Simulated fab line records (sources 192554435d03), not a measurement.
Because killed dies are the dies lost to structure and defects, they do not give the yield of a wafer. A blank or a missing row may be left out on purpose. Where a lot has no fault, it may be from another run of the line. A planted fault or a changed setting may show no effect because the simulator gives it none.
Matching of chambers | flow n5 finfet | 4 sister chambers for N5_BEOL_M14_ETCH_59 on rie diel-04
The step etches BARC in N2/H2, target depth 89 nm, overetch 26.7 nm, time 67.9 s. 18 wafers are shown with their chamber, then 9 later ones without.

== WAFERS PAIRED WITH THEIR CHAMBERS ==
wafer  | chamber | drypump motor current A (A) | showerhead plenum p Torr (Torr) | throttle valve pct (%)
L076.1 | 1       | 5.6                         | 2.56                            | 18.09
L076.2 | 3       | 5.6                         | 2.58                            | 17.71
L076.4 | 0       | 5.3                         | 2.51                            | 17.93
L080.2 | 3       | 5.6                         | 2.58                            | 17.71
L080.5 | 2       | 6.0                         | 2.54                            | 17.68
L080.6 | 1       | 5.6                         | 2.55                            | 18.10
L082.2 | 1       | 5.5                         | 2.55                            | 18.13
L082.4 | 1       | 5.5                         | 2.55                            | 18.15
L082.5 | 2       | 6.0                         | 2.54                            | 17.71
L084.1 | 1       | 5.6                         | 2.55                            | 18.14
L084.5 | 3       | 5.6                         | 2.58                            | 17.74
L084.6 | 1       | 5.5                         | 2.55                            | 18.13
L088.1 | 0       | 5.3                         | 2.50                            | 17.47
L088.2 | 1       | 5.6                         | 2.54                            | 18.16
L088.5 | 3       | 5.6                         | 2.57                            | 17.76
L093.3 | 0       | 5.3                         | 2.50                            | 17.48
L093.5 | 3       | 5.6                         | 2.57                            | 17.76
L093.6 | 2       | 6.0                         | 2.53                            | 17.72

SIGNATURES, as means of the wafers listed above
reading                  | chamber 0 | chamber 1 | chamber 2 | chamber 3 | scatter within a chamber
drypump motor current A  | 5.300     | 5.557     | 6.000     | 5.600     | 0.035
showerhead plenum p Torr | 2.5033    | 2.5500    | 2.5367    | 2.5760    | 0.00569
throttle valve pct       | 17.6267   | 18.1286   | 17.7033   | 17.7360   | 0.102
Rule: for each reading, subtract the chamber's mean from the wafer's reading, divide by that reading's scatter and square the result; add these up over the readings and take the root, which gives the wafer's distance from the chamber. The wafer belongs to the nearest chamber; if the next one is less than 2 further off, it can't be placed. How the scatter is found: for the shown wafers, subtract from each reading the mean of its chamber, square and add these, divide the total by (wafers less chambers), then take the root.

== WAFERS WITH NO CHAMBER GIVEN ==
wafer  | drypump motor current A (A) | showerhead plenum p Torr (Torr) | throttle valve pct (%)
L094.2 | 6.0                         | 2.53                            | 17.74
L094.3 | 5.6                         | 2.57                            | 17.78
L094.5 | 5.6                         | 2.57                            | 17.76
L097.3 | 5.3                         | 2.50                            | 17.50
L097.5 | 6.0                         | 2.53                            | 17.74
L097.6 | 5.6                         | 2.56                            | 17.77
L096.2 | 5.6                         | 2.56                            | 17.79
L096.4 | 5.3                         | 2.50                            | 17.49
L096.5 | 6.0                         | 2.53                            | 17.74

== WHICH CHAMBER EACH ONE RAN IN ==
wafer  | from the rows above     | in truth
L094.2 | 2                       | 2
L094.3 | 3                       | 3
L094.5 | 3                       | 3
L097.3 | 0                       | 0
L097.5 | 2                       | 2
L097.6 | can't be placed: 3 or 1 | 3
L096.2 | can't be placed: 3 or 1 | 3
L096.4 | 0                       | 0
L096.5 | 2                       | 2
7 of 9 placed correctly. From these rows, 2 cannot be placed; in 2 the true chamber is one of the candidates. 0 placed wrongly.
